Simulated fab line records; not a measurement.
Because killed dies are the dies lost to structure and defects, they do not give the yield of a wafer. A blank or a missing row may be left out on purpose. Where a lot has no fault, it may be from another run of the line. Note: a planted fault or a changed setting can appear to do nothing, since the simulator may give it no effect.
The same fault as seen by 2 desks | flow n5Finfet | each desk has only its own numbers; what lay behind them comes last

DESK OF THE TOOL OWNER: rieSi-01
The tool's own readings at N5_DUMMY_GATE_ETCH_32 (etches SiO2 in CF4, target depth 3.5 nm, time 3.9 s): means of the sampled wafers that have a number, for each lot that ran on this tool. If a lot's mean is further than 4 standard deviations from the usual mean, the lot is out of limits and carries the mark OUT (the distance appears in the brackets).
Columns: A = drypumpMotorCurrentA at N5_DUMMY_GATE_ETCH_32, usual 5.33 A; B = oesProductAu at N5_DUMMY_GATE_ETCH_32, usual 0.990 a.u.; C = throttleValvePct at N5_DUMMY_GATE_ETCH_32, usual 21.92 %
lot  | first seen here | A    | B                | C
L610 | day 3 00:55     | 5.24 | 0.980            | 22.10
L612 | day 3 12:07     | 5.52 | 1.022            | 21.63
L616 | day 4 10:14     | 5.51 | 1.009            | 21.66
L617 | day 4 20:29     | 5.43 | 0.991            | 21.87
L621 | day 5 17:15     | 5.20 | 1.137 (+7.0) OUT | 22.08
L624 | day 6 10:40     | 5.09 | 1.122 (+6.3) OUT | 22.31
This desk's finding: out of limits on L621, L624; first on L621, day 5 17:15 (oesProductAu at N5_DUMMY_GATE_ETCH_32). In limits: L610, L612, L616, L617.

THE DEFECT DESK
Inspection counts along the route, by lot: the mean over sampled wafers that carry a number. If a lot's mean is further than 4 standard deviations from the usual mean, the lot is out of limits and carries the mark OUT (the distance appears in the brackets).
Columns: A = rawDefectCount at N5_DUMMY_GATE_INSPECT_27, usual 289; B = rawDefectCount at N5_SPACER0_INSPECT_04, usual 136
lot  | first seen here | A   | B
L610 | day 3 01:23     | 296 | 127
L611 | day 3 07:11     | 273 | 111
L612 | day 3 12:36     | 506 | 231
L613 | day 3 18:10     | 290 | 155
L614 | day 3 23:56     | 264 | 127
L615 | day 4 05:44     | 218 | 106
L616 | day 4 10:43     | 292 | 143
L617 | day 4 21:06     | 245 | 122
L618 | day 5 00:26     | 237 | 111
L619 | day 5 07:40     | 233 | 122
L621 | day 5 17:46     | 319 | 147
L624 | day 6 11:10     | 310 | 137
L630 | day 7 23:26     | 312 | 143
L631 | day 8 08:15     | 214 | 102
This desk's finding: nothing out of limits on any of the 14 lots.

BROUGHT TOGETHER
An alarm could have come from the tool owner's desk at day 5 17:15, on L621, L624.
No out-of-limits result turned up at the defect desk.
The defect desk has L621, L624 on record, within its limits.
N5_DUMMY_GATE_ETCH_32 was run on rieSi-01 by each of the lots named.

WHAT WAS PUT IN BY THE SIMULATOR
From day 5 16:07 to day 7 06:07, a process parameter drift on rieSi-01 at N5_DUMMY_GATE_ETCH_32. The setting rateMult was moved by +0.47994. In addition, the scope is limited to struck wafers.
Struck lots among those shown: L621, L624.
Time in hours from fault onset to the first out-of-limits reading at each desk: the tool owner's desk, 1.
